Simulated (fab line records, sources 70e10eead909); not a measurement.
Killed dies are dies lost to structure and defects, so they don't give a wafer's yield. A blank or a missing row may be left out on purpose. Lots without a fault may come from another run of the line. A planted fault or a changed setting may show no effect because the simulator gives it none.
Problem report in the 8D (eight disciplines) form, filled by code | flow nand_harc | the parts of the form that need people (team, actions taken, sign-off) are left out

1. THE PROBLEM
thk_nm at NHARC_A_ONON_D1_THK_MEAS_30 reads a mean of 1928 nm on 2 wafers of 2 lots; wafers without a fault read 1002 nm with a standard deviation of 9.5. That is +97 standard deviations from the usual mean.
The step: measures by ellipsometry.
First seen on wafer L292.2, day 9 11:22, on film_metro-02. The record holds 40 wafers of 14 lots with a number at this step. Rule for "out", or "out of limits": more than 4 standard deviations from the usual mean. The other wafers with a number count as sound.

2. WHAT IT IS AND WHAT IT IS NOT
question                    | is               | is not
which readings at this step | thk_nm           | -
which lots                  | L292, L297       | L287, L288, L289, L291, L299, L301, L302, L304, L305, L307, L309, L310
which wafers of those lots  | L292.2, L297.2   | L292.4, L297.3
read on which gauges        | film_metro-02    | film_metro-01
when                        | from day 9 11:22 | up to then (13 sound wafers); but 25 sound wafers of L297, L299, L301, L302, L304, L305, L307, L309, L310 came after

3. SUSPECTS, AND WHAT RULES EACH OUT
Counting: a tool at a process step up to the reading stays a suspect if it ran every lot that is out. Sound lots after the first of them don't rule it out here, since some wafers of a struck lot are sound.
- the gauge at NHARC_A_ONON_D1_THK_MEAS_30: ruled out. All the wafers that are out were read on film_metro-02, but those of them that NHARC_END_SORT_01 has rows for are out there too, on other tools.
- pecvd_onon-02 at NHARC_A_ONON_D1_DEP_28 (target thk 1000 nm): kept. It ran every lot that is out, first L292 (day 9 10:55); its last sound lot up to then is L289 (day 8 07:54).
Left after counting: pecvd_onon-02 at NHARC_A_ONON_D1_DEP_28.

4. THE CAUSE (what the simulator had put in)
Process parameter drift: pecvd_onon-02, from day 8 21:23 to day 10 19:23, at NHARC_A_ONON_D1_DEP_28. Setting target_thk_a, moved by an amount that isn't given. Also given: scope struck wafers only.
Counting left only this tool.

5. THE CHAIN OF EFFECTS, in route order
Each row: a reading whose mean over the struck wafers that have a number lies more than 3 standard deviations from the usual. Only readings for which the record gives a usual standard deviation are gone through. hours: the time from each lot's start at the first step in this table that gives one to its start at this step, as a median over the lots. sigmas: the change in usual standard deviations.
hours | step                        | reading         | usual   | on struck wafers | change | sigmas
0     | NHARC_A_ONON_D1_THK_MEAS_30 | thk_nm          | 1002 nm | 1928             | +926   | +97
290   | NHARC_END_SORT_01           | killed_at_array | 28      | 670              | +642   | +58
290   | NHARC_END_SORT_01           | killed_dies     | 32      | 677              | +645   | +59

6. WHAT WOULD HAVE CAUGHT IT SOONER
In this record the first reading out of limits at a measuring or inspecting step was taken at day 9 11:22, 14 hours after the fault began at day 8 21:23.
Of the tool readings at NHARC_A_ONON_D1_DEP_28 for which the record gives a usual standard deviation, none was out on any struck wafer, so an alarm limit of 4 standard deviations on them would not have fired.
Of the lots that are out (2), L297 began NHARC_A_ONON_D1_DEP_28 on pecvd_onon-02 after day 9 11:22. A hold on the tool at that time would have spared it.
